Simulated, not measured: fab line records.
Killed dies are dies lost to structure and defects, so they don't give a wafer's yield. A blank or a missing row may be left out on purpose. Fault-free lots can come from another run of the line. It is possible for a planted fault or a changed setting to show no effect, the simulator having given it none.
What tool caused it? :: flow nand-harc :: 72 wafers from 24 lots sampled at 6 of the route's 1159 steps

== WHAT THE GAUGES READ, wafer by wafer ==
NHARC_P_BONDPAD_CD_MEAS_09: target cd 500 nm. Usual: 500.3 nm for cd-nm, sd 1.7.
lot: L074
measured: day 6 19:14
on: cd-sem-02
cd-nm (nm): 498.5 497.7 498.4
flag: 

lot: L075
measured: day 6 22:18
on: cd-sem-03
cd-nm (nm): 501.2 498.5 500.7
flag: 

lot: L077
measured: day 7 01:34
on: cd-sem-01
cd-nm (nm): 500.3 499.3 500.4
flag: 

lot: L078
measured: day 7 03:12
on: cd-sem-03
cd-nm (nm): 502.0 502.3 502.9
flag: 

lot: L076
measured: day 7 09:16
on: cd-sem-02
cd-nm (nm): 498.7 500.0 500.0
flag: 

lot: L079
measured: day 7 15:26
on: cd-sem-03
cd-nm (nm): 504.1 502.3 502.0
flag: 

lot: L080
measured: day 7 21:49
on: cd-sem-02
cd-nm (nm): 498.1 501.1 499.6
flag: 

lot: L081
measured: day 8 03:08
on: cd-sem-03
cd-nm (nm): 498.7 498.9 499.6
flag: 

lot: L082
measured: day 8 12:52
on: cd-sem-02
cd-nm (nm): 502.9 503.8 500.7
flag: 

lot: L083
measured: day 8 16:56
on: cd-sem-02
cd-nm (nm): 499.3 501.6 502.1
flag: 

lot: L084
measured: day 8 18:05
on: cd-sem-01
cd-nm (nm): 499.5 500.0 500.4
flag: 

lot: L085
measured: day 9 06:47
on: cd-sem-01
cd-nm (nm): 498.2 501.0 501.0
flag: 

lot: L086
measured: day 9 17:38
on: cd-sem-02
cd-nm (nm): 500.7 498.6 499.3
flag: 

lot: L088
measured: day 9 18:25
on: cd-sem-03
cd-nm (nm): 500.1 498.6 498.2
flag: 

lot: L087
measured: day 9 19:35
on: cd-sem-01
cd-nm (nm): 501.7 501.8 503.0
flag: 

lot: L089
measured: day 10 11:04
on: cd-sem-01
cd-nm (nm): 499.1 500.8 499.3
flag: 

lot: L091
measured: day 10 11:33
on: cd-sem-02
cd-nm (nm): 500.1 500.8 499.3
flag: 

lot: L090
measured: day 10 12:13
on: cd-sem-02
cd-nm (nm): 499.0 500.2 501.2
flag: 

lot: L093
measured: day 11 03:51
on: cd-sem-02
cd-nm (nm): 502.4 503.9 502.3
flag: 

lot: L092
measured: day 11 04:19
on: cd-sem-02
cd-nm (nm): 500.0 498.4 502.0
flag: 

lot: L094
measured: day 11 05:54
on: cd-sem-02
cd-nm (nm): 497.3 497.9 499.2
flag: 

lot: L095
measured: day 11 13:37
on: cd-sem-01
cd-nm (nm): 499.9 504.2 502.8
flag: 

lot: L096
measured: day 11 14:21
on: cd-sem-03
cd-nm (nm): 501.4 503.2 502.1
flag: 

lot: L097
measured: day 12 05:44
on: cd-sem-01
cd-nm (nm): 501.1 501.2 501.0
flag: 

NHARC_A_SOURCE_PLATE_INSPECT_08. Usual: 63 for raw-defect-count, sd 23.
lot: L074
measured: day 8 01:23
on: defect-inspect-01
raw-defect-count: 35 78 74
flag: 

lot: L075
measured: day 8 01:22
on: defect-inspect-02
raw-defect-count: 42 43 48
flag: 

lot: L077
measured: day 8 01:25
on: defect-inspect-01
raw-defect-count: 61 62 46
flag: 

lot: L078
measured: day 8 01:23
on: defect-inspect-02
raw-defect-count: 46 64 36
flag: 

lot: L076
measured: day 8 12:03
on: defect-inspect-01
raw-defect-count: 115 88 65
flag: 

lot: L079
measured: day 8 17:16
on: defect-inspect-02
raw-defect-count: 83 54 62
flag: 

lot: L080
measured: day 8 23:54
on: defect-inspect-02
raw-defect-count: 71 37 73
flag: 

lot: L081
measured: day 9 05:49
on: defect-inspect-01
raw-defect-count: 43 72 56
flag: 

lot: L082
measured: day 9 14:50
on: defect-inspect-02
raw-defect-count: 43 41 38
flag: 

lot: L083
measured: day 9 21:11
on: defect-inspect-02
raw-defect-count: 79 117 70
flag: 

lot: L084
measured: day 9 21:11
on: defect-inspect-02
raw-defect-count: 72 38 58
flag: 

lot: L085
measured: day 10 10:43
on: defect-inspect-01
raw-defect-count: 41 71 29
flag: 

lot: L086
measured: day 10 20:49
on: defect-inspect-01
raw-defect-count: 106 47 100
flag: 

lot: L088
measured: day 10 20:49
on: defect-inspect-02
raw-defect-count: 101 120 69
flag: 

lot: L087
measured: day 10 20:53
on: defect-inspect-02
raw-defect-count: 111 73 66
flag: 

lot: L089
measured: day 11 13:16
on: defect-inspect-02
raw-defect-count: 32 60 79
flag: 

lot: L091
measured: day 11 13:18
on: defect-inspect-02
raw-defect-count: 78 86 97
flag: 

lot: L090
measured: day 11 13:17
on: defect-inspect-01
raw-defect-count: 59 65 41
flag: 

lot: L093
measured: day 12 05:58
on: defect-inspect-01
raw-defect-count: 47 56 47
flag: 

lot: L092
measured: day 12 05:59
on: defect-inspect-02
raw-defect-count: 64 83 45
flag: 

lot: L094
measured: day 12 05:57
on: defect-inspect-02
raw-defect-count: 47 43 33
flag: 

lot: L095
measured: day 12 15:38
on: defect-inspect-02
raw-defect-count: 41 70 85
flag: 

lot: L096
measured: day 12 15:38
on: defect-inspect-01
raw-defect-count: 87 62 62
flag: 

lot: L097
measured: day 13 13:30
on: defect-inspect-02
raw-defect-count: 58 37 70
flag: 

NHARC_A_ONON_D1_THK_MEAS_24: measures by ellipsometry. Usual: 999 nm for thk-nm, sd 10.
lot: L074
measured: day 8 15:10
on: film-metro-01
thk-nm (nm): 999 1000 1000
flag: 

lot: L075
measured: day 8 15:01
on: film-metro-02
thk-nm (nm): 1006 1006 1008
flag: 

lot: L077
measured: day 8 15:23
on: film-metro-01
thk-nm (nm): 1000 1001 998
flag: 

lot: L078
measured: day 8 15:17
on: film-metro-02
thk-nm (nm): 1002 1001 1002
flag: 

lot: L076
measured: day 9 02:38
on: film-metro-02
thk-nm (nm): 1001 1003 1003
flag: 

lot: L079
measured: day 9 02:40
on: film-metro-01
thk-nm (nm): 1015 1014 1013
flag: 

lot: L080
measured: day 9 11:02
on: film-metro-01
thk-nm (nm): 998 1000 999
flag: 

lot: L081
measured: day 9 16:52
on: film-metro-01
thk-nm (nm): 1010 1010 1009
flag: 

lot: L082
measured: day 10 01:59
on: film-metro-02
thk-nm (nm): 1012 1009 1009
flag: 

lot: L083
measured: day 10 09:37
on: film-metro-02
thk-nm (nm): 996 996 995
flag: 

lot: L084
measured: day 10 09:37
on: film-metro-01
thk-nm (nm): 986 988 989
flag: 

lot: L085
measured: day 10 23:03
on: film-metro-01
thk-nm (nm): 984 984 984
flag: 

lot: L086
measured: day 11 08:49
on: film-metro-01
thk-nm (nm): 982 981 980
flag: 

lot: L088
measured: day 11 08:51
on: film-metro-01
thk-nm (nm): 980 983 981
flag: 

lot: L087
measured: day 11 08:49
on: film-metro-02
thk-nm (nm): 1006 1004 1007
flag: 

lot: L089
measured: day 12 00:22
on: film-metro-01
thk-nm (nm): 989 989 990
flag: 

lot: L091
measured: day 12 00:25
on: film-metro-02
thk-nm (nm): 1005 1005 1004
flag: 

lot: L090
measured: day 12 00:23
on: film-metro-02
thk-nm (nm): 1017 1016 1017
flag: 

lot: L093
measured: day 12 17:15
on: film-metro-02
thk-nm (nm): 995 996 995
flag: 

lot: L092
measured: day 12 17:22
on: film-metro-01
thk-nm (nm): 999 998 1001
flag: 

lot: L094
measured: day 12 17:07
on: film-metro-01
thk-nm (nm): 991 992 994
flag: 

lot: L095
measured: day 13 02:56
on: film-metro-01
thk-nm (nm): 984 987 985
flag: 

lot: L096
measured: day 13 02:54
on: film-metro-01
thk-nm (nm): 1004 1002 1005
flag: 

lot: L097
measured: day 14 02:58
on: film-metro-02
thk-nm (nm): 1016 1014 1013
flag: 

NHARC_A_ONON_D1_THK_MEAS_27: measures by ellipsometry. Usual: 998 nm for thk-nm, sd 12.
lot: L074
measured: day 8 15:44
on: film-metro-02
thk-nm (nm): 991 990 992
flag: 

lot: L075
measured: day 8 15:35
on: film-metro-01
thk-nm (nm): 986 985 985
flag: 

lot: L077
measured: day 8 15:58
on: film-metro-01
thk-nm (nm): 990 992 991
flag: 

lot: L078
measured: day 8 15:51
on: film-metro-02
thk-nm (nm): 979 978 977
flag: 

lot: L076
measured: day 9 03:13
on: film-metro-01
thk-nm (nm): 992 991 994
flag: 

lot: L079
measured: day 9 03:14
on: film-metro-02
thk-nm (nm): 1007 1006 1007
flag: 

lot: L080
measured: day 9 11:37
on: film-metro-01
thk-nm (nm): 1002 999 1000
flag: 

lot: L081
measured: day 9 17:26
on: film-metro-01
thk-nm (nm): 981 982 981
flag: 

lot: L082
measured: day 10 02:33
on: film-metro-02
thk-nm (nm): 994 995 991
flag: 

lot: L083
measured: day 10 10:10
on: film-metro-02
thk-nm (nm): 1024 1027 1026
flag: 

lot: L084
measured: day 10 10:11
on: film-metro-01
thk-nm (nm): 1004 1004 1003
flag: 

lot: L085
measured: day 10 23:37
on: film-metro-01
thk-nm (nm): 986 988 988
flag: 

lot: L086
measured: day 11 09:23
on: film-metro-01
thk-nm (nm): 989 991 990
flag: 

lot: L088
measured: day 11 09:25
on: film-metro-01
thk-nm (nm): 992 992 990
flag: 

lot: L087
measured: day 11 09:23
on: film-metro-01
thk-nm (nm): 988 986 986
flag: 

lot: L089
measured: day 12 00:56
on: film-metro-01
thk-nm (nm): 1011 1013 1012
flag: 

lot: L091
measured: day 12 00:59
on: film-metro-01
thk-nm (nm): 1021 1022 1021
flag: 

lot: L090
measured: day 12 00:58
on: film-metro-02
thk-nm (nm): 995 993 994
flag: 

lot: L093
measured: day 12 17:49
on: film-metro-01
thk-nm (nm): 1000 1002 1001
flag: 

lot: L092
measured: day 12 17:58
on: film-metro-02
thk-nm (nm): 1003 1004 1004
flag: 

lot: L094
measured: day 12 17:43
on: film-metro-02
thk-nm (nm): 1009 1012 1009
flag: 

lot: L095
measured: day 13 03:30
on: film-metro-02
thk-nm (nm): 994 992 992
flag: 

lot: L096
measured: day 13 03:28
on: film-metro-01
thk-nm (nm): 1002 1000 999
flag: 

lot: L097
measured: day 14 03:32
on: film-metro-02
thk-nm (nm): 1017 1019 1019
flag: 

== EACH LOT AND THE TOOL THAT RAN IT (in order: tool; ch and the chambers of the sampled wafers; start) ==
lot: L074
NHARC_P_M1_PVD_20: pvd-sputter-02, day 6 19:14 or earlier
NHARC_P_BONDPAD_ETCH_37: rie-diel-04 ch 0,1,2, day 6 19:32

lot: L075
NHARC_P_M1_PVD_20: pvd-sputter-01, day 6 22:18 or earlier
NHARC_P_BONDPAD_ETCH_37: rie-diel-11 ch 1,2,3, day 6 22:37

lot: L077
NHARC_P_M1_PVD_20: pvd-sputter-02, day 7 01:34 or earlier
NHARC_P_BONDPAD_ETCH_37: rie-diel-04 ch 1,2,3, day 7 01:52

lot: L078
NHARC_P_M1_PVD_20: pvd-sputter-02, day 7 03:12 or earlier
NHARC_P_BONDPAD_ETCH_37: rie-diel-11 ch 0,1, day 7 03:29

lot: L076
NHARC_P_M1_PVD_20: pvd-sputter-02, day 7 09:16 or earlier
NHARC_P_BONDPAD_ETCH_37: rie-diel-04 ch 0,1,3, day 7 09:33

lot: L079
NHARC_P_M1_PVD_20: pvd-sputter-03, day 7 15:26 or earlier
NHARC_P_BONDPAD_ETCH_37: rie-diel-04 ch 0,2,3, day 7 15:44

lot: L080
NHARC_P_M1_PVD_20: pvd-sputter-02, day 7 21:49 or earlier
NHARC_P_BONDPAD_ETCH_37: rie-diel-04 ch 0,1,2, day 7 22:08

lot: L081
NHARC_P_M1_PVD_20: pvd-sputter-02, day 8 03:08 or earlier
NHARC_P_BONDPAD_ETCH_37: rie-diel-04 ch 0,1,2, day 8 03:27

lot: L082
NHARC_P_M1_PVD_20: pvd-sputter-03, day 8 12:52 or earlier
NHARC_P_BONDPAD_ETCH_37: rie-diel-04 ch 0,2,3, day 8 13:10

lot: L083
NHARC_P_M1_PVD_20: pvd-sputter-02, day 8 16:56 or earlier
NHARC_P_BONDPAD_ETCH_37: rie-diel-04 ch 0,1,2, day 8 17:14

lot: L084
NHARC_P_M1_PVD_20: pvd-sputter-02, day 8 18:05 or earlier
NHARC_P_BONDPAD_ETCH_37: rie-diel-04 ch 0,1,2, day 8 18:32

lot: L085
NHARC_P_M1_PVD_20: pvd-sputter-03, day 9 06:47 or earlier
NHARC_P_BONDPAD_ETCH_37: rie-diel-04 ch 1,2,3, day 9 07:05

lot: L086
NHARC_P_M1_PVD_20: pvd-sputter-01, day 9 17:38 or earlier
NHARC_P_BONDPAD_ETCH_37: rie-diel-04 ch 1,3, day 9 17:56

lot: L088
NHARC_P_M1_PVD_20: pvd-sputter-03, day 9 18:25 or earlier
NHARC_P_BONDPAD_ETCH_37: rie-diel-04 ch 0,3, day 9 18:43

lot: L087
NHARC_P_M1_PVD_20: pvd-sputter-01, day 9 19:35 or earlier
NHARC_P_BONDPAD_ETCH_37: rie-diel-12 ch 2,3, day 9 19:52

lot: L089
NHARC_P_M1_PVD_20: pvd-sputter-03, day 10 11:04 or earlier
NHARC_P_BONDPAD_ETCH_37: rie-diel-04 ch 0,1,2, day 10 11:21

lot: L091
NHARC_P_M1_PVD_20: pvd-sputter-01, day 10 11:33 or earlier
NHARC_P_BONDPAD_ETCH_37: rie-diel-04 ch 0,2,3, day 10 11:51

lot: L090
NHARC_P_M1_PVD_20: pvd-sputter-03, day 10 12:13 or earlier
NHARC_P_BONDPAD_ETCH_37: rie-diel-04 ch 0,2,3, day 10 12:31

lot: L093
NHARC_P_M1_PVD_20: pvd-sputter-03, day 11 03:51 or earlier
NHARC_P_BONDPAD_ETCH_37: rie-diel-04 ch 0,1,3, day 11 04:09

lot: L092
NHARC_P_M1_PVD_20: pvd-sputter-01, day 11 04:19 or earlier
NHARC_P_BONDPAD_ETCH_37: rie-diel-11 ch 0,1,2, day 11 04:37

lot: L094
NHARC_P_M1_PVD_20: pvd-sputter-01, day 11 05:54 or earlier
NHARC_P_BONDPAD_ETCH_37: rie-diel-04 ch 0,1,2, day 11 06:12

lot: L095
NHARC_P_M1_PVD_20: pvd-sputter-02, day 11 13:37 or earlier
NHARC_P_BONDPAD_ETCH_37: rie-diel-04 ch 1,2,3, day 11 13:55

lot: L096
NHARC_P_M1_PVD_20: pvd-sputter-03, day 11 14:21 or earlier
NHARC_P_BONDPAD_ETCH_37: rie-diel-04 ch 1,2,3, day 11 14:39

lot: L097
NHARC_P_M1_PVD_20: pvd-sputter-01, day 12 05:44 or earlier
NHARC_P_BONDPAD_ETCH_37: rie-diel-04 ch 0,2,3, day 12 06:02
- NHARC_P_M1_PVD_20: deposits TaN, target thk 5 nm, time 8.06 s.
- NHARC_P_BONDPAD_ETCH_37: etches the open film in N2/H2, target depth 60 nm, overetch 18 nm, time 65.91 s.

== WHAT THE TOOLS THEMSELVES READ (means of the sampled wafers that have a number; where no wafer has one, the mark that the record gives instead) ==
NHARC_P_M1_PVD_20. Usual: cathode-dc-power-W 15000 W, standard deviation 2.8; throttle-valve-pct 29.2 %, standard deviation 1.1.
lot: L074
tool: pvd-sputter-02
cathode-dc-power-W (W): 14998
throttle-valve-pct (%): 29.1
flag: 

lot: L075
tool: pvd-sputter-01
cathode-dc-power-W (W): 14998
throttle-valve-pct (%): 30.1
flag: 

lot: L077
tool: pvd-sputter-02
cathode-dc-power-W (W): 15001
throttle-valve-pct (%): 29.1
flag: 

lot: L078
tool: pvd-sputter-02
cathode-dc-power-W (W): 15001
throttle-valve-pct (%): 29.8
flag: 

lot: L076
tool: pvd-sputter-02
cathode-dc-power-W (W): 15003
throttle-valve-pct (%): 29.0
flag: 

lot: L079
tool: pvd-sputter-03
cathode-dc-power-W (W): 15000
throttle-valve-pct (%): 29.7
flag: 

lot: L080
tool: pvd-sputter-02
cathode-dc-power-W (W): 15002
throttle-valve-pct (%): 29.8
flag: 

lot: L081
tool: pvd-sputter-02
cathode-dc-power-W (W): 15005
throttle-valve-pct (%): 28.3
flag: 

lot: L082
tool: pvd-sputter-03
cathode-dc-power-W (W): 15000
throttle-valve-pct (%): 29.4
flag: 

lot: L083
tool: pvd-sputter-02
cathode-dc-power-W (W): 14999
throttle-valve-pct (%): 29.2
flag: 

lot: L084
tool: pvd-sputter-02
cathode-dc-power-W (W): 14999
throttle-valve-pct (%): 29.1
flag: 

lot: L085
tool: pvd-sputter-03
cathode-dc-power-W (W): 14998
throttle-valve-pct (%): 29.5
flag: 

lot: L086
tool: pvd-sputter-01
cathode-dc-power-W (W): 14996
throttle-valve-pct (%): 29.4
flag: 

lot: L088
tool: pvd-sputter-03
cathode-dc-power-W (W): 15001
throttle-valve-pct (%): 29.4
flag: 

lot: L087
tool: pvd-sputter-01
cathode-dc-power-W (W): 15000
throttle-valve-pct (%): 29.4
flag: 

lot: L089
tool: pvd-sputter-03
cathode-dc-power-W (W): 15000
throttle-valve-pct (%): 28.7
flag: 

lot: L091
tool: pvd-sputter-01
cathode-dc-power-W (W): 15000
throttle-valve-pct (%): 29.9
flag: 

lot: L090
tool: pvd-sputter-03
cathode-dc-power-W (W): 15001
throttle-valve-pct (%): 28.8
flag: 

lot: L093
tool: pvd-sputter-03
cathode-dc-power-W (W): 15000
throttle-valve-pct (%): 28.6
flag: 

lot: L092
tool: pvd-sputter-01
cathode-dc-power-W (W): 14998
throttle-valve-pct (%): 29.4
flag: 

lot: L094
tool: pvd-sputter-01
cathode-dc-power-W (W): 14999
throttle-valve-pct (%): 29.9
flag: 

lot: L095
tool: pvd-sputter-02
cathode-dc-power-W (W): 15001
throttle-valve-pct (%): 29.3
flag: 

lot: L096
tool: pvd-sputter-03
cathode-dc-power-W (W): 14997
throttle-valve-pct (%): 28.6
flag: 

lot: L097
tool: pvd-sputter-01
cathode-dc-power-W (W): 15002
throttle-valve-pct (%): 29.2
flag: 

NHARC_P_BONDPAD_ETCH_37. Usual: drypump-motor-current-A 5.8 A, standard deviation 0.59; oes-product-au 0.998 a.u., standard deviation 0.0095; rf-vpp-V 428.4 V, standard deviation 2.4; showerhead-plenum-p-Torr 1.96 Torr, standard deviation 0.077; throttle-valve-pct 14.170 %, standard deviation 0.008.
lot: L074
tool: rie-diel-04
drypump-motor-current-A (A): 5.9
oes-product-au (a.u.): 0.994
rf-vpp-V (V): 427.8
showerhead-plenum-p-Torr (Torr): 1.95
throttle-valve-pct (%): 14.173
flag: 

lot: L075
tool: rie-diel-11
drypump-motor-current-A (A): 6.3
oes-product-au (a.u.): 1.012
rf-vpp-V (V): 431.5
showerhead-plenum-p-Torr (Torr): 2.07
throttle-valve-pct (%): 14.167
flag: 

lot: L077
tool: rie-diel-04
drypump-motor-current-A (A): 5.4
oes-product-au (a.u.): 0.997
rf-vpp-V (V): 428.5
showerhead-plenum-p-Torr (Torr): 1.97
throttle-valve-pct (%): 14.170
flag: 

lot: L078
tool: rie-diel-11
drypump-motor-current-A (A): 6.1
oes-product-au (a.u.): 1.000
rf-vpp-V (V): 428.2
showerhead-plenum-p-Torr (Torr): 1.96
throttle-valve-pct (%): 14.173
flag: 

lot: L076
tool: rie-diel-04
drypump-motor-current-A (A): 5.6
oes-product-au (a.u.): 0.997
rf-vpp-V (V): 428.1
showerhead-plenum-p-Torr (Torr): 1.97
throttle-valve-pct (%): 14.179
flag: 

lot: L079
tool: rie-diel-04
drypump-motor-current-A (A): 5.9
oes-product-au (a.u.): 0.995
rf-vpp-V (V): 426.5
showerhead-plenum-p-Torr (Torr): 1.91
throttle-valve-pct (%): 14.163
flag: 

lot: L080
tool: rie-diel-04
drypump-motor-current-A (A): 5.9
oes-product-au (a.u.): 0.997
rf-vpp-V (V): 428.2
showerhead-plenum-p-Torr (Torr): 1.95
throttle-valve-pct (%): 14.166
flag: 

lot: L081
tool: rie-diel-04
drypump-motor-current-A (A): 5.9
oes-product-au (a.u.): 0.998
rf-vpp-V (V): 428.4
showerhead-plenum-p-Torr (Torr): 1.95
throttle-valve-pct (%): 14.173
flag: 

lot: L082
tool: rie-diel-04
drypump-motor-current-A (A): 5.8
oes-product-au (a.u.): 1.004
rf-vpp-V (V): 426.4
showerhead-plenum-p-Torr (Torr): 1.91
throttle-valve-pct (%): 14.172
flag: 

lot: L083
tool: rie-diel-04
drypump-motor-current-A (A): 5.9
oes-product-au (a.u.): 0.996
rf-vpp-V (V): 428.1
showerhead-plenum-p-Torr (Torr): 1.95
throttle-valve-pct (%): 14.175
flag: 

lot: L084
tool: rie-diel-04
drypump-motor-current-A (A): 5.9
oes-product-au (a.u.): 1.006
rf-vpp-V (V): 427.7
showerhead-plenum-p-Torr (Torr): 1.95
throttle-valve-pct (%): 14.173
flag: 

lot: L085
tool: rie-diel-04
drypump-motor-current-A (A): 5.4
oes-product-au (a.u.): 1.007
rf-vpp-V (V): 428.5
showerhead-plenum-p-Torr (Torr): 1.97
throttle-valve-pct (%): 14.168
flag: 

lot: L086
tool: rie-diel-04
drypump-motor-current-A (A): 5.2
oes-product-au (a.u.): 1.001
rf-vpp-V (V): 429.5
showerhead-plenum-p-Torr (Torr): 2.02
throttle-valve-pct (%): 14.164
flag: 

lot: L088
tool: rie-diel-04
drypump-motor-current-A (A): 5.6
oes-product-au (a.u.): 0.989
rf-vpp-V (V): 427.8
showerhead-plenum-p-Torr (Torr): 1.93
throttle-valve-pct (%): 14.173
flag: 

lot: L087
tool: rie-diel-12
drypump-motor-current-A (A): 6.4
oes-product-au (a.u.): 1.003
rf-vpp-V (V): 434.2
showerhead-plenum-p-Torr (Torr): 2.14
throttle-valve-pct (%): 14.172
flag: 

lot: L089
tool: rie-diel-04
drypump-motor-current-A (A): 5.9
oes-product-au (a.u.): 0.992
rf-vpp-V (V): 428.2
showerhead-plenum-p-Torr (Torr): 1.95
throttle-valve-pct (%): 14.177
flag: 

lot: L091
tool: rie-diel-04
drypump-motor-current-A (A): 5.9
oes-product-au (a.u.): 0.987
rf-vpp-V (V): 426.9
showerhead-plenum-p-Torr (Torr): 1.91
throttle-valve-pct (%): 14.165
flag: 

lot: L090
tool: rie-diel-04
drypump-motor-current-A (A): 5.9
oes-product-au (a.u.): 0.994
rf-vpp-V (V): 427.3
showerhead-plenum-p-Torr (Torr): 1.91
throttle-valve-pct (%): 14.177
flag: 

lot: L093
tool: rie-diel-04
drypump-motor-current-A (A): 5.6
oes-product-au (a.u.): 0.992
rf-vpp-V (V): 428.3
showerhead-plenum-p-Torr (Torr): 1.96
throttle-valve-pct (%): 14.174
flag: 

lot: L092
tool: rie-diel-11
drypump-motor-current-A (A): 6.1
oes-product-au (a.u.): 0.992
rf-vpp-V (V): 428.9
showerhead-plenum-p-Torr (Torr): 2.00
throttle-valve-pct (%): 14.176
flag: 

lot: L094
tool: rie-diel-04
drypump-motor-current-A (A): 5.9
oes-product-au (a.u.): 1.000
rf-vpp-V (V): 427.0
showerhead-plenum-p-Torr (Torr): 1.95
throttle-valve-pct (%): 14.161
flag: 

lot: L095
tool: rie-diel-04
drypump-motor-current-A (A): 5.4
oes-product-au (a.u.): 1.010
rf-vpp-V (V): 428.6
showerhead-plenum-p-Torr (Torr): 1.97
throttle-valve-pct (%): 14.169
flag: 

lot: L096
tool: rie-diel-04
drypump-motor-current-A (A): 5.4
oes-product-au (a.u.): 1.010
rf-vpp-V (V): 429.1
showerhead-plenum-p-Torr (Torr): 1.97
throttle-valve-pct (%): 14.173
flag: 

lot: L097
tool: rie-diel-04
drypump-motor-current-A (A): 5.9
oes-product-au (a.u.): 0.996
rf-vpp-V (V): 427.2
showerhead-plenum-p-Torr (Torr): 1.91
throttle-valve-pct (%): 14.176
flag: 

== THE ANSWER, worked out from the rows above alone ==
Rule: take the mean of a lot's wafers that have a number; if it is more than 3 standard deviations from the usual mean, the lot is off. Also off: a lot with no number at a reading for which 4 or more lots have one. The other lots that the step has rows for count as sound. First the gauges in route order, then the tools' own readings, where a lot's mean is used as printed above. The first step at which some lot is off is used, and at that step the reading that is off furthest; a lot without a number counts as furthest.
Nothing can be told from this: no lot is off at any reading shown.

== WHAT THE SIMULATOR PUT IN ==
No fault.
